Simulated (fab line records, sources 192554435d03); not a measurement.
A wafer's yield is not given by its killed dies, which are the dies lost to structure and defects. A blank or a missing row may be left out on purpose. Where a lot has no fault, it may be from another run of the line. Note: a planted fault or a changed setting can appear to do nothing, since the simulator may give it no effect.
Chamber matching	flow n5-finfet	N5_BEOL_M3_ILD_DEP_00 on pecvd-04: 3 sister chambers
The step deposits SiOC from DEMS/O2, target thk 79 nm, time 15.3 s. 6 wafers are shown with their chamber, then 12 later ones without.

WAFERS, EACH WITH ITS CHAMBER
wafer	chamber	throttle-valve-pct (%)	showerhead-plenum-p-Torr (Torr)
L080.1	1	14.6	5.703
L084.4	2	11.4	5.662
L084.6	0	12.0	5.726
L088.1	2	11.5	5.672
L088.2	0	12.2	5.714
L088.6	1	14.8	5.700

WAFERS WHOSE CHAMBER IS MISSING
wafer	throttle-valve-pct (%)	showerhead-plenum-p-Torr (Torr)
L089.1	11.7	5.680
L089.2	12.5	5.701
L089.6	14.5	5.703
L091.1	12.5	5.711
L091.4	11.6	5.650
L091.5	14.7	5.702
L096.2	11.9	5.672
L096.3	12.5	5.721
L096.4	14.4	5.699
L095.2	14.7	5.701
L095.4	12.1	5.728
L095.5	11.6	5.664

CHAMBER TAKEN BY EACH
wafer	from the rows above	in truth
L089.1	2	2
L089.2	0	0
L089.6	1	1
L091.1	0	0
L091.4	2	2
L091.5	1	1
L096.2	2	2
L096.3	0	0
L096.4	1	1
L095.2	1	1
L095.4	0	0
L095.5	2	2
12 of 12 placed correctly. Left unplaced by these rows: 0. 0 placed wrongly.
How it was worked out, from the rows above alone: a wafer's distance from a chamber is the root of the sum, over the readings, of the square of ((its reading less the chamber's mean) divided by the reading's scatter). The wafer belongs to the nearest chamber; if the next one is less than 2 further off, it can't be placed. The mean given for a chamber averages the wafers shown for that chamber. The scatter: the root of (the sum of the squares of (reading less its chamber's mean) over the shown wafers, divided by (wafers less chambers)).
